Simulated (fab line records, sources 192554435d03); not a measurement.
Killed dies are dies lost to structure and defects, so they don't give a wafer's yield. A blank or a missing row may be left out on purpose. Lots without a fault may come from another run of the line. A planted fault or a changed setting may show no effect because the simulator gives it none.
fab line records | flow n5_finfet
record lots=7 wafers=19 last_day=16
route steps=1938 shown BEOL_M11@1561 PASSIVATION@1936
lots that met no fault: from a run of the same line without faults
start_h: hours from the record's first day to the start of the lot's first wafer shown | wait_h: hours since the lot's step before | " the same as in the row above | L1.1+2: a row that stands for several wafers | - no value, or no start given | * or withheld: withheld | < > ~ a bound
route shown NAME@n: a module of which the file shows steps, and the number in the route of the first | usual: mean/standard deviation of fault-free wafers | same: alike in all rows | chamber/n: place in a boat | sites: the reading at each site | _std_site: their standard deviation | _edge_site: outer sites' mean less inner sites' | radius_mm: how far each site lies from the wafer's centre | mask NAME#n: copy n | behind: the tool/chamber that last shaped the wafer | hold: why the lot was held/for how many hours/how that ended | device: the transistor (n, p or np) that didn't switch | end of line: the same wafers' tests at the end of the route | a step without rows: its recipe alone | killed: dies lost to structure and defects at the first sort, not the wafer's yield | map: a wafer's dies, x killed, . not, _ none there
set.NAME: the setting as run; set.NAME@STEP: as run at that earlier step | model.NAME: the simulator's own value behind a step, which no gauge read
lots at some steps of the route; a table a step, a row a wafer
services: from which hour (start_h, from the record's first day; less than 0 if before it) a tool's chamber was out of use, for how many hours, and why
## steps
# step N5_BEOL_M11_COAT_64
# recipe resist=SiARC temp_c=220 time_s=60 spin_rpm=1500 resist_thk_nm=30
# step N5_BEOL_M11_COAT_22
# recipe resist=CAR-ArF spin_rpm=1500 resist_thk_nm=90
# step N5_BEOL_M11_EBR_24
# recipe solvent=PGMEA ebr_width_mm=1.5
# step N5_BEOL_M11_SOFTBAKE_23
# recipe temp_c=110 time_s=60 resist=CAR-ArF
# step N5_BEOL_M11_EXPOSE_25
# recipe mask_id=V10 na=1.35 source_shape=annular sigma_inner=0.5 sigma_outer=0.8 polarization=unpolarized dose_mj=85.5
# step N5_BEOL_M11_PEB_26
# recipe peb_temp_c=withheld peb_time_s=60 resist=CAR-ArF
# step N5_BEOL_M11_DEVELOP_27
# recipe develop_time_s=30 developer=TMAH resist=CAR-ArF rinse_liquid=diw dry=air_spin dev_temp_c=23
# step N5_BEOL_M11_CD_MEAS_28
# recipe target_cd_nm=70 landing_energy_ev=500 detector=se_inlens polarity=opening
# usual cd_nm=69.9/1.3
# columns lot.wafer tool chamber start_h wait_h cd_nm
L339.1 cd_sem-02 0 220.78 - 70.4
L339.3 " 0 " " 70.6
L339.4 " 0 " " 71.1
L342.1 cd_sem-01 0 246.09 - 68.5
L342.2 " 0 " " 67.8
L342.4 " 0 " " 70.3
L341.2 cd_sem-01 0 248.36 - 68.3
L341.4 " 0 " " 68.8
L341.5 " 0 " " 66.8
L345.1 cd_sem-02 0 266.61 - 70.1
L345.3 " 0 " " 70.0
L345.5 " 0 " " 69.8
L356.2 cd_sem-02 0 319.82 - 71.6
L356.3 " 0 " " 71.5
L357.1 cd_sem-01 0 322.22 - 71.5
L357.3 " 0 " " 70.4
L359.1 cd_sem-03 0 345.40 - 71.6
L359.5 " 0 " " 70.6
L359.6 " 0 " " 70.8
# step N5_BEOL_M11_OVL_MEAS_29
# recipe points_per_wafer=44
# usual V10_OVL=-0.4/0.82
# columns lot.wafer tool chamber start_h wait_h V10_OVL[nm]
L339.1 overlay-01 0 220.81 0.0 -1.8
L339.3 " 0 " " -0.5
L339.4 " 0 " " 0.5
L342.1 overlay-02 0 246.12 0.0 -0.6
L342.2 " 0 " " -1.2
L342.4 " 0 " " -1.0
L341.2 overlay-02 0 248.39 0.0 0.1
L341.4 " 0 " " 0.0
L341.5 " 0 " " -1.1
L345.1 overlay-01 0 266.64 0.0 -0.1
L345.3 " 0 " " -0.6
L345.5 " 0 " " -0.5
L356.2 overlay-01 0 319.85 0.0 0.3
L356.3 " 0 " " -0.4
L357.1 overlay-02 0 322.25 0.0 -1.1
L357.3 " 0 " " -1.2
L359.1 overlay-01 0 345.43 0.0 -1.4
L359.5 " 0 " " -0.7
L359.6 " 0 " " -0.3
# step N5_BEOL_M11_INSPECT_30
# recipe mode=adi inspect_instrument=brightfield
# usual raw_defect_count=434/100
# columns lot.wafer tool chamber start_h wait_h raw_defect_count
L339.1 defect_inspect-01 - 220.83 0.0 431
L339.3 " - " " 464
L339.4 " - " " 440
L342.1 defect_inspect-01 - 246.14 0.0 615
L342.2 " - " " 354
L342.4 " - " " 388
L341.2 defect_inspect-02 - 248.41 0.0 324
L341.4 " - " " 361
L341.5 " - " " 491
L345.1 defect_inspect-02 - 266.67 0.0 394
L345.3 " - " " 459
L345.5 " - " " 380
L356.2 defect_inspect-01 - 319.88 0.0 382
L356.3 " - " " 359
L357.1 defect_inspect-02 - 322.27 0.0 391
L357.3 " - " " 362
L359.1 defect_inspect-02 - 345.45 0.0 292
L359.5 " - " " 334
L359.6 " - " " 383
# step N5_BEOL_M11_DESCUM_33
# recipe chemistry=O2 time_s=7.9 source_power_w=50 bias_power_w=20 pressure_mtorr=20 rf_frequency_hz=2.712e+07 temp_c=40 resist=CAR-ArF o2_flow_sccm=225
# usual drypump_motor_current_A=5.7/0.57 oes_product_au=0.79/0.09 rf_vpp_V=243.0/1.7 showerhead_plenum_p_Torr=2.09/0.09 throttle_valve_pct=20.38/0.21
# columns lot.wafer tool chamber start_h wait_h drypump_motor_current_A oes_product_au rf_hours_counter_h rf_vpp_V showerhead_plenum_p_Torr throttle_valve_pct
L339.1 rie_diel-01 0 220.87 0.0 4.9 0.85 72 244.9 2.12 20.53
L339.3 " 1 " " 5.8 0.83 53 243.7 2.13 20.55
L339.4 " 1 " " 5.8 0.85 - 244.3 2.14 20.54
L342.1 rie_diel-05 0 246.18 0.0 5.6 0.75 139 239.8 1.95 20.56
L342.2 " 1 " " 6.1 0.80 78 245.8 2.20 20.17
L342.4 " 3 " " 5.8 0.69 231 245.0 2.17 20.30
L341.2 rie_diel-01 1 248.44 0.0 5.8 0.83 65 242.5 2.13 20.58
L341.4 " 3 " " 5.3 0.67 225 242.1 1.98 20.45
L341.5 " 3 " " 5.3 0.67 - 243.3 1.98 20.42
L345.1 rie_diel-01 1 266.70 0.0 5.8 0.82 69 244.1 2.13 20.57
L345.3 " 0 " " 4.9 0.83 88 242.5 2.11 20.55
L345.5 " 2 " " 4.9 0.99 - 242.9 2.04 20.46
L356.2 rie_diel-05 1 319.91 0.0 6.1 0.79 102 244.6 2.19 20.21
L356.3 " 2 " " 6.8 0.76 146 242.9 2.18 20.06
L357.1 rie_diel-05 2 322.30 0.0 6.7 0.77 147 245.5 2.18 20.05
L357.3 " 1 " " 6.1 0.78 103 247.0 2.19 20.22
L359.1 rie_diel-05 0 345.49 0.0 5.6 0.72 171 240.1 1.94 20.63
L359.5 " 3 " " 5.8 0.92 - 243.0 2.16 20.00
L359.6 " 2 " " 6.8 0.77 - 245.4 2.18 20.07
# step N5_BEOL_M11_ETCH_65
# recipe chemistry=CF4 target=SiARC target_depth_a=390 mask_material=CAR-ArF time_s=65 ion_energy_ev=80 pressure_mtorr=40 source_w=545 bias_w=36 Ar_flow_sccm=100 cf4_flow_sccm=100 ends=cleared
# usual drypump_motor_current_A=5.7/0.57 etch_rf_on_time_s=64.4/1.4 oes_product_au=0.68/0.076 rf_vpp_V=183.9/1.4 showerhead_plenum_p_Torr=2.13/0.083 throttle_valve_pct=15.53/0.21
# columns lot.wafer tool chamber start_h wait_h drypump_motor_current_A etch_rf_on_time_s oes_product_au rf_hours_counter_h rf_vpp_V showerhead_plenum_p_Torr throttle_valve_pct
L339.1 rie_diel-01 0 220.90 0.0 4.9 63.6 0.73 72 184.4 2.16 15.55
L339.3 " 1 " " 5.8 62.2 0.73 53 184.4 2.17 15.59
L339.4 " 1 " " 5.8 62.5 0.74 - 183.3 2.17 15.57
L342.1 rie_diel-05 0 246.21 0.0 5.6 62.3 0.65 139 181.9 1.99 15.58
L342.2 " 1 " " 6.1 65.3 0.70 78 186.3 2.25 15.41
L342.4 " 3 " " 5.8 65.2 0.59 231 185.8 2.20 15.46
L341.2 rie_diel-01 1 248.48 0.0 5.7 63.3 0.72 65 185.0 2.17 15.59
L341.4 " 3 " " 5.4 65.4 0.59 225 182.3 2.04 15.68
L341.5 " 3 " " 5.3 64.9 0.59 - 181.3 2.04 15.67
L345.1 rie_diel-01 1 266.74 0.0 5.8 62.1 0.72 69 185.9 2.16 15.61
L345.3 " 0 " " 4.9 63.3 0.72 88 182.5 2.15 15.59
L345.5 " 2 " " 5.0 64.3 0.84 - 181.7 2.11 15.66
L356.2 rie_diel-05 1 319.94 0.0 6.1 65.3 0.67 102 184.2 2.24 15.45
L356.3 " 2 " " 6.7 62.5 0.67 146 184.4 2.21 15.23
L357.1 rie_diel-05 2 322.34 0.0 6.7 62.8 0.67 147 185.5 2.21 15.21
L357.3 " 1 " " 6.1 64.9 0.67 103 185.3 2.24 15.47
L359.1 rie_diel-05 0 345.52 0.0 5.6 62.6 0.62 171 181.8 1.98 15.65
L359.5 " 3 " " 5.8 64.4 0.80 - 184.1 2.19 15.00
L359.6 " 2 " " 6.7 63.4 0.66 - 185.7 2.21 15.26
# step N5_BEOL_M11_ETCH_66
# recipe chemistry=N2/H2 target=SOC target_depth_a=1200 overetch_a=240 mask_material=SiARC temp_c=40 time_s=180 ion_energy_ev=200 pressure_mtorr=30 source_w=840 bias_w=150 n2_flow_sccm=200 h2_flow_sccm=200
# usual drypump_motor_current_A=5.7/0.57 oes_product_au=0.64/0.069 rf_vpp_V=524/3.2 showerhead_plenum_p_Torr=2.54/0.11 throttle_valve_pct=17.76/0.25
# columns lot.wafer tool chamber start_h wait_h drypump_motor_current_A oes_product_au rf_hours_counter_h rf_vpp_V showerhead_plenum_p_Torr throttle_valve_pct model.SiARC_of_BEOL_M11_COAT_64.thk_nm
L339.1 rie_diel-01 0 220.95 0.0 4.9 0.69 72 524 2.59 18.04 22.8
L339.3 " 1 " " 5.8 0.68 54 524 2.58 17.75 22.2
L339.4 " 1 " " 5.8 0.68 - 525 2.58 17.76 22.2
L342.1 rie_diel-05 0 246.26 0.0 5.7 0.60 139 516 2.34 17.78 22.8
L342.2 " 1 " " 6.1 0.66 78 528 2.69 17.62 22.8
L342.4 " 3 " " 5.8 0.57 231 527 2.60 17.43 22.6
L341.2 rie_diel-01 1 248.53 0.0 5.8 0.66 65 525 2.57 17.76 22.4
L341.4 " 3 " " 5.4 0.56 225 520 2.43 17.91 22.8
L341.5 " 3 " " 5.4 0.56 - 522 2.43 17.92 22.8
L345.1 rie_diel-01 1 266.79 0.0 5.8 0.66 69 525 2.57 17.76 22.2
L345.3 " 0 " " 4.9 0.68 88 523 2.58 18.07 22.8
L345.5 " 2 " " 5.0 0.79 - 522 2.50 17.98 22.6
L356.2 rie_diel-05 1 319.99 0.0 6.1 0.64 102 528 2.68 17.67 17.8
L356.3 " 2 " " 6.7 0.63 146 526 2.65 17.52 22.4
L357.1 rie_diel-05 2 322.39 0.0 6.7 0.63 147 529 2.65 17.53 17.2
L357.3 " 1 " " 6.1 0.64 103 528 2.68 17.68 23
L359.1 rie_diel-05 0 345.57 0.0 5.6 0.59 171 517 2.33 17.85 17.6
L359.5 " 3 " " 5.8 0.75 - 526 2.59 17.07 22.4
L359.6 " 2 " " 6.8 0.62 - 527 2.65 17.53 22.4
# step N5_BEOL_M11_STRIP_69
# recipe chemistry=N2/H2 temp_c=40 n2_flow_sccm=200 h2_flow_sccm=200 rf_frequency_hz=6e+07
# step N5_PASSIVATION_PROBE_49
# usual defect_limited_yield=91.5/1.5 killed_at_M0_to_M3=32/9.4 killed_at_M4_up=12/5.1 killed_at_contacts=11/7.4 killed_at_front_end=41/11 killed_at_other=3.4/2.5 killed_dies=100/17 killed_open=65/14 killed_short=33/7 sort_bin_5_function=4.9/0.96 sort_bin_6_memory=3.1/0.7 sort_n_pass=1080/17 sort_yield_pct=91.5/1.5
# same gross_dies=1180 killed_at_back_side=0 sort_bin_4_leakage[%]=0 sort_bin_8_speed[%]=0
# columns lot.wafer tool chamber start_h wait_h defect_limited_yield[%] killed_at_M0_to_M3 killed_at_M4_up killed_at_contacts killed_at_front_end killed_at_other killed_dies killed_open killed_short sort_bin_5_function[%] sort_bin_6_memory[%] sort_n_pass sort_yield_pct[%]
L339.1 prober-01 - 255.69 0.0 92.3 27 14 8 38 4 91 56 26 3.9 3.1 1089 92.3
L339.3 prober-01 - 255.79 0.1 93.6 22 7 14 29 4 76 44 23 3.8 1.4 1104 93.6
L339.4 prober-01 - 255.84 0.2 92.7 26 10 11 32 7 86 43 43 4.2 2.9 1094 92.7
L342.1 prober-01 - 285.61 0.0 88.9 34 19 36 38 4 131 93 37 6.3 4.3 1049 88.9
L342.2 prober-01 - 285.66 0.1 89.2 44 9 24 48 3 128 90 37 6.6 4.0 1052 89.2
L342.4 prober-01 - 285.76 0.2 89.0 47 15 35 31 2 130 84 45 6.9 3.5 1050 89.0
L341.2 prober-02 - 289.77 0.1 89.8 48 10 14 44 4 120 77 43 5.2 4.8 1060 89.8
L341.4 prober-02 - 289.87 0.2 91.0 23 9 7 63 4 106 71 34 5.5 3.1 1074 91.0
L341.5 prober-02 - 289.92 0.2 90.5 23 17 23 44 5 112 83 27 6.0 3.3 1068 90.5
L345.1 prober-02 - 304.40 0.0 91.6 22 13 13 48 3 99 62 28 4.2 3.0 1081 91.6
L345.3 prober-02 - 304.50 0.1 90.8 45 7 15 40 2 109 63 36 4.8 3.2 1071 90.8
L345.5 prober-02 - 304.60 0.2 91.6 24 11 15 44 5 99 53 46 4.3 3.6 1081 91.6
L356.2 prober-02 - 355.39 0.1 95.3 19 5 8 22 2 56 34 22 3.0 1.7 1124 95.3
L356.3 prober-02 - 355.44 0.1 90.7 33 18 6 44 9 110 65 45 5.6 3.1 1070 90.7
L357.1 prober-01 - 359.79 0.0 93.3 34 5 11 25 4 79 59 20 5.2 1.3 1101 93.3
L357.3 prober-01 - 359.89 0.1 92.4 38 6 10 34 2 90 62 26 4.7 2.5 1090 92.4
# killed by level:class
L339.1 HKMG_FIN:area_etch=8 BEOL_M0_SAQP:geometric_particle:open=7 BEOL_M2:geometric_particle:open=6 BEOL_M4:geometric_particle:open=6 FIN_SAQP:geometric_particle:open=5 STI_FIN_REVEAL:geometric_particle:open=5 MOL_CONTACT_COAG:geometric_particle:open=5 DUMMY_GATE:geometric_particle:open=4
L339.3 MOL_CONTACT_COAG:geometric_particle:open=12 HKMG_FIN:area_etch=9 DUMMY_GATE:geometric_particle:open=6 BEOL_M1:geometric_particle:open=5 BEOL_M4:geometric_particle:open=5 STARTING-WAFER:geometric_particle:short=4 GATE_CUT:geometric_particle:open=3 BEOL_M1:geometric_particle:short=3
L339.4 GATE_CUT:geometric_particle:short=8 BEOL_M2:geometric_particle:open=7 MOL_CONTACT_COAG:geometric_particle:short=6 STARTING-WAFER:geometric_particle:short=6 MOL_CONTACT_COAG:geometric_particle:open=5 FIN_SAQP:geometric_particle:open=4 BEOL_M0_SAQP:geometric_particle:short=4 BEOL_M2:geometric_particle:short=4
L342.1 MOL_CONTACT_COAG:geometric_particle:open=27 BEOL_M0_SAQP:geometric_particle:open=13 STI_FIN_REVEAL:geometric_particle:open=9 MOL_CONTACT_COAG:geometric_particle:short=9 BEOL_M0_SAQP:geometric_particle:short=8 DUMMY_GATE:geometric_particle:open=8 BEOL_M4:geometric_particle:open=6 BEOL_M2:geometric_particle:open=5
L342.2 MOL_CONTACT_COAG:geometric_particle:open=19 STI_FIN_REVEAL:geometric_particle:open=13 BEOL_M2:geometric_particle:open=13 GATE_CUT:geometric_particle:short=10 BEOL_M3:geometric_particle:open=9 BEOL_M0_SAQP:geometric_particle:open=7 FIN_SAQP:geometric_particle:open=6 MOL_CONTACT_COAG:geometric_particle:short=5
L342.4 MOL_CONTACT_COAG:geometric_particle:open=26 BEOL_M0_SAQP:geometric_particle:short=13 BEOL_M0_SAQP:geometric_particle:open=10 FIN_SAQP:geometric_particle:open=9 MOL_CONTACT_COAG:geometric_particle:short=9 BEOL_M4:geometric_particle:open=9 BEOL_M1:geometric_particle:open=8 STI_FIN_REVEAL:geometric_particle:open=7
L341.2 STI_FIN_REVEAL:geometric_particle:open=20 BEOL_M0_SAQP:geometric_particle:short=16 MOL_CONTACT_COAG:geometric_particle:open=13 BEOL_M0_SAQP:geometric_particle:open=12 GATE_CUT:geometric_particle:short=6 BEOL_M3:geometric_particle:open=6 BEOL_M4:geometric_particle:open=5 BEOL_M2:geometric_particle:open=5
L341.4 STI_FIN_REVEAL:geometric_particle:open=21 GATE_CUT:geometric_particle:short=11 FIN_SAQP:geometric_particle:open=9 MOL_CONTACT_COAG:geometric_particle:open=6 BEOL_M0_SAQP:geometric_particle:open=6 STI_FIN_REVEAL:geometric_particle:short=5 GATE_CUT:geometric_particle:open=5 BEOL_M2:geometric_particle:open=5
L341.5 MOL_CONTACT_COAG:geometric_particle:open=20 BEOL_M4:geometric_particle:open=10 FIN_SAQP:geometric_particle:open=8 STI_FIN_REVEAL:geometric_particle:open=7 BEOL_M1:geometric_particle:open=7 GATE_CUT:geometric_particle:open=6 BEOL_M3:geometric_particle:open=6 FIN_SAQP:geometric_particle:short=5
L345.1 MOL_CONTACT_COAG:geometric_particle:open=11 DUMMY_GATE:geometric_particle:open=10 FIN_SAQP:geometric_particle:short=9 HKMG_FIN:area_etch=9 BEOL_M3:geometric_particle:open=8 BEOL_M2:geometric_particle:open=8 FIN_SAQP:geometric_particle:open=7 STARTING-WAFER:geometric_particle:short=4
L345.3 MOL_CONTACT_COAG:geometric_particle:open=11 BEOL_M0_SAQP:geometric_particle:short=10 FIN_SAQP:geometric_particle:open=9 BEOL_M1:geometric_particle:open=9 BEOL_M2:geometric_particle:open=9 HKMG_FIN:area_etch=9 BEOL_M0_SAQP:geometric_particle:open=7 FIN_SAQP:geometric_particle:short=4
L345.5 MOL_CONTACT_COAG:geometric_particle:open=12 FIN_SAQP:geometric_particle:short=8 GATE_CUT:geometric_particle:short=7 BEOL_M5:geometric_particle:open=6 STI_FIN_REVEAL:geometric_particle:open=5 STARTING-WAFER:geometric_particle:short=5 FIN_SAQP:geometric_particle:open=4 BEOL_M1:geometric_particle:short=4
L356.2 BEOL_M0_SAQP:geometric_particle:open=4 MOL_CONTACT_COAG:geometric_particle:open=4 MOL_CONTACT_COAG:geometric_particle:short=4 BEOL_M2:geometric_particle:open=4 FIN_SAQP:geometric_particle:short=3 ILD0:geometric_particle:short=3 BEOL_M1:geometric_particle:open=3 BEOL_M3:geometric_particle:open=3
L356.3 FIN_SAQP:geometric_particle:open=13 BEOL_M0_SAQP:geometric_particle:short=8 BEOL_M0_SAQP:geometric_particle:open=8 BEOL_M4:geometric_particle:open=8 MIM_TOP_ETCH:geometric_particle:short=6 FIN_SAQP:geometric_particle:short=5 DUMMY_GATE:geometric_particle:open=5 GATE_CUT:geometric_particle:short=5
L357.1 MOL_CONTACT_COAG:geometric_particle:open=10 BEOL_M2:geometric_particle:open=9 BEOL_M0_SAQP:geometric_particle:open=8 BEOL_M0_SAQP:geometric_particle:short=6 BEOL_M3:geometric_particle:open=5 STI_FIN_REVEAL:geometric_particle:open=4 STARTING-WAFER:geometric_particle:open=4 FIN_SAQP:geometric_particle:short=3
L357.3 BEOL_M2:geometric_particle:open=15 STI_FIN_REVEAL:geometric_particle:open=8 MOL_CONTACT_COAG:geometric_particle:open=6 BEOL_M1:geometric_particle:open=5 BEOL_M1:geometric_particle:short=5 FIN_SAQP:geometric_particle:short=4 SPACER0:geometric_particle:open=4 GATE_CUT:geometric_particle:short=4
## services
# columns tool chamber start_h hours kind
rie_diel-01 3 211.88 14.8 repair
rie_diel-01 2 230.42 - clean
rie_diel-01 2 230.42 - consumable_replace:focus_ring
rie_diel-01 2 230.42 13.2 scheduled_down
rie_diel-01 2 230.42 13.2 vent_cycle
rie_diel-05 3 288.80 4.2 repair
rie_diel-05 3 307.51 - clean
rie_diel-05 3 307.51 - consumable_replace:focus_ring
rie_diel-05 3 307.51 17.0 scheduled_down
rie_diel-05 3 307.51 17.0 vent_cycle
rie_diel-01 1 326.54 5.2 repair
rie_diel-01 3 331.80 - clean
rie_diel-01 3 331.80 - consumable_replace:focus_ring
rie_diel-01 3 331.80 - consumable_replace:showerhead
rie_diel-01 3 331.80 19.1 scheduled_down
rie_diel-01 3 331.80 19.1 vent_cycle
## key
first_sign none at tools or gauges
model_effect step=N5_BEOL_M11_ETCH_66 value=SiARC_of_BEOL_M11_COAT_64.thk_nm without=22.73 struck=17.53
met_at N5_BEOL_M11_ETCH_66
struck_wafers L356.2,L357.1,L359.1
onset_between 246.26 319.99
fault kind=process_parameter_drift tool=rie_diel-05 chamber=- onset_h=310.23 steps=N5_BEOL_M11_ETCH_66 channel=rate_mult offset=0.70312 shape=step end_h=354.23 scope=struck_wafers_only
